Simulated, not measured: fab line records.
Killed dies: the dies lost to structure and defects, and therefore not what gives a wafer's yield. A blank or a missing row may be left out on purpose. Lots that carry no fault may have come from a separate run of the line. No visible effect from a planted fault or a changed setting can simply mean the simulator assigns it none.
Matching of chambers :: flow n5 finfet :: N5_PMOS_HMC_CHANNEL_EPI_HM_OPEN_15 on rie diel-03: 4 sister chambers
The step chemistry CHF3/O2, target SiO2, target depth 40.6 nm, time 20.3 s. 27 wafers are shown with their chamber, then 12 later ones without.

== WAFERS WITH THEIR CHAMBER ==
wafer: L077.1
chamber: 1
drypump motor current A (A): 6.4
showerhead plenum p Torr (Torr): 2.42
throttle valve pct (%): 18.87

wafer: L077.4
chamber: 2
drypump motor current A (A): 5.4
showerhead plenum p Torr (Torr): 2.50
throttle valve pct (%): 18.99

wafer: L077.5
chamber: 1
drypump motor current A (A): 6.4
showerhead plenum p Torr (Torr): 2.42
throttle valve pct (%): 18.85

wafer: L079.1
chamber: 2
drypump motor current A (A): 5.4
showerhead plenum p Torr (Torr): 2.50
throttle valve pct (%): 19.00

wafer: L079.4
chamber: 2
drypump motor current A (A): 5.4
showerhead plenum p Torr (Torr): 2.50
throttle valve pct (%): 18.99

wafer: L079.6
chamber: 3
drypump motor current A (A): 4.9
showerhead plenum p Torr (Torr): 2.51
throttle valve pct (%): 19.16

wafer: L081.2
chamber: 2
drypump motor current A (A): 5.4
showerhead plenum p Torr (Torr): 2.50
throttle valve pct (%): 19.00

wafer: L081.3
chamber: 1
drypump motor current A (A): 6.4
showerhead plenum p Torr (Torr): 2.42
throttle valve pct (%): 18.85

wafer: L081.4
chamber: 1
drypump motor current A (A): 6.4
showerhead plenum p Torr (Torr): 2.42
throttle valve pct (%): 18.86

wafer: L082.2
chamber: 2
drypump motor current A (A): 5.4
showerhead plenum p Torr (Torr): 2.50
throttle valve pct (%): 18.99

wafer: L082.4
chamber: 3
drypump motor current A (A): 4.9
showerhead plenum p Torr (Torr): 2.51
throttle valve pct (%): 19.17

wafer: L082.5
chamber: 3
drypump motor current A (A): 4.9
showerhead plenum p Torr (Torr): 2.51
throttle valve pct (%): 19.16

wafer: L084.1
chamber: 3
drypump motor current A (A): 4.9
showerhead plenum p Torr (Torr): 2.51
throttle valve pct (%): 19.18

wafer: L084.4
chamber: 1
drypump motor current A (A): 6.4
showerhead plenum p Torr (Torr): 2.42
throttle valve pct (%): 18.86

wafer: L084.6
chamber: 2
drypump motor current A (A): 5.4
showerhead plenum p Torr (Torr): 2.50
throttle valve pct (%): 18.99

wafer: L086.2
chamber: 1
drypump motor current A (A): 6.5
showerhead plenum p Torr (Torr): 2.42
throttle valve pct (%): 18.87

wafer: L086.4
chamber: 2
drypump motor current A (A): 5.4
showerhead plenum p Torr (Torr): 2.50
throttle valve pct (%): 19.00

wafer: L086.6
chamber: 0
drypump motor current A (A): 6.0
showerhead plenum p Torr (Torr): 2.46
throttle valve pct (%): 18.70

wafer: L088.1
chamber: 1
drypump motor current A (A): 6.4
showerhead plenum p Torr (Torr): 2.42
throttle valve pct (%): 18.88

wafer: L088.2
chamber: 3
drypump motor current A (A): 4.9
showerhead plenum p Torr (Torr): 2.51
throttle valve pct (%): 19.18

wafer: L088.6
chamber: 2
drypump motor current A (A): 5.4
showerhead plenum p Torr (Torr): 2.50
throttle valve pct (%): 19.02

wafer: L089.1
chamber: 0
drypump motor current A (A): 6.0
showerhead plenum p Torr (Torr): 2.46
throttle valve pct (%): 18.72

wafer: L089.2
chamber: 2
drypump motor current A (A): 5.4
showerhead plenum p Torr (Torr): 2.50
throttle valve pct (%): 19.00

wafer: L089.6
chamber: 0
drypump motor current A (A): 6.0
showerhead plenum p Torr (Torr): 2.46
throttle valve pct (%): 18.72

wafer: L091.1
chamber: 2
drypump motor current A (A): 5.4
showerhead plenum p Torr (Torr): 2.49
throttle valve pct (%): 19.03

wafer: L091.4
chamber: 0
drypump motor current A (A): 6.0
showerhead plenum p Torr (Torr): 2.45
throttle valve pct (%): 18.73

wafer: L091.5
chamber: 2
drypump motor current A (A): 5.4
showerhead plenum p Torr (Torr): 2.49
throttle valve pct (%): 19.02

SIGNATURES, as means of the wafers listed above
reading: drypump motor current A
chamber 0: 6.000
chamber 1: 6.414
chamber 2: 5.400
chamber 3: 4.900
scatter within a chamber: 0.0193

reading: showerhead plenum p Torr
chamber 0: 2.4575
chamber 1: 2.4200
chamber 2: 2.4982
chamber 3: 2.5100
scatter within a chamber: 0.00322

reading: throttle valve pct
chamber 0: 18.7175
chamber 1: 18.8629
chamber 2: 19.0027
chamber 3: 19.1700
scatter within a chamber: 0.0126
Rule: for each reading, subtract the chamber's mean from the wafer's reading, divide by that reading's scatter and square the result; add these up over the readings and take the root, which gives the wafer's distance from the chamber. The wafer belongs to the nearest chamber; if the next one is less than 2 further off, it can't be placed. The scatter: take each reading less its chamber's mean, square it, sum over the shown wafers, divide by the number of wafers less the number of chambers, and take the root.

== WAFERS WITHOUT THEIR CHAMBER ==
wafer: L092.1
drypump motor current A (A): 6.5
showerhead plenum p Torr (Torr): 2.42
throttle valve pct (%): 18.89

wafer: L092.3
drypump motor current A (A): 6.0
showerhead plenum p Torr (Torr): 2.45
throttle valve pct (%): 18.73

wafer: L092.5
drypump motor current A (A): 6.0
showerhead plenum p Torr (Torr): 2.45
throttle valve pct (%): 18.72

wafer: L093.3
drypump motor current A (A): 4.9
showerhead plenum p Torr (Torr): 2.50
throttle valve pct (%): 19.21

wafer: L093.4
drypump motor current A (A): 6.5
showerhead plenum p Torr (Torr): 2.42
throttle valve pct (%): 18.89

wafer: L093.6
drypump motor current A (A): 4.9
showerhead plenum p Torr (Torr): 2.50
throttle valve pct (%): 19.20

wafer: L095.2
drypump motor current A (A): 5.4
showerhead plenum p Torr (Torr): 2.49
throttle valve pct (%): 19.04

wafer: L095.4
drypump motor current A (A): 6.0
showerhead plenum p Torr (Torr): 2.45
throttle valve pct (%): 18.73

wafer: L095.5
drypump motor current A (A): 6.5
showerhead plenum p Torr (Torr): 2.41
throttle valve pct (%): 18.89

wafer: L097.1
drypump motor current A (A): 4.9
showerhead plenum p Torr (Torr): 2.50
throttle valve pct (%): 19.21

wafer: L097.4
drypump motor current A (A): 6.4
showerhead plenum p Torr (Torr): 2.41
throttle valve pct (%): 18.91

wafer: L097.6
drypump motor current A (A): 4.9
showerhead plenum p Torr (Torr): 2.50
throttle valve pct (%): 19.21

== THE CHAMBER EACH PASSED THROUGH ==
wafer: L092.1
from the rows above: 1
in truth: 1

wafer: L092.3
from the rows above: 0
in truth: 0

wafer: L092.5
from the rows above: 0
in truth: 0

wafer: L093.3
from the rows above: 3
in truth: 3

wafer: L093.4
from the rows above: 1
in truth: 1

wafer: L093.6
from the rows above: 3
in truth: 3

wafer: L095.2
from the rows above: 2
in truth: 2

wafer: L095.4
from the rows above: 0
in truth: 0

wafer: L095.5
from the rows above: 1
in truth: 1

wafer: L097.1
from the rows above: 3
in truth: 3

wafer: L097.4
from the rows above: 1
in truth: 1

wafer: L097.6
from the rows above: 3
in truth: 3
Correctly placed: 12 of 12. Can't be placed from these rows: 0. Placed wrongly: 0.
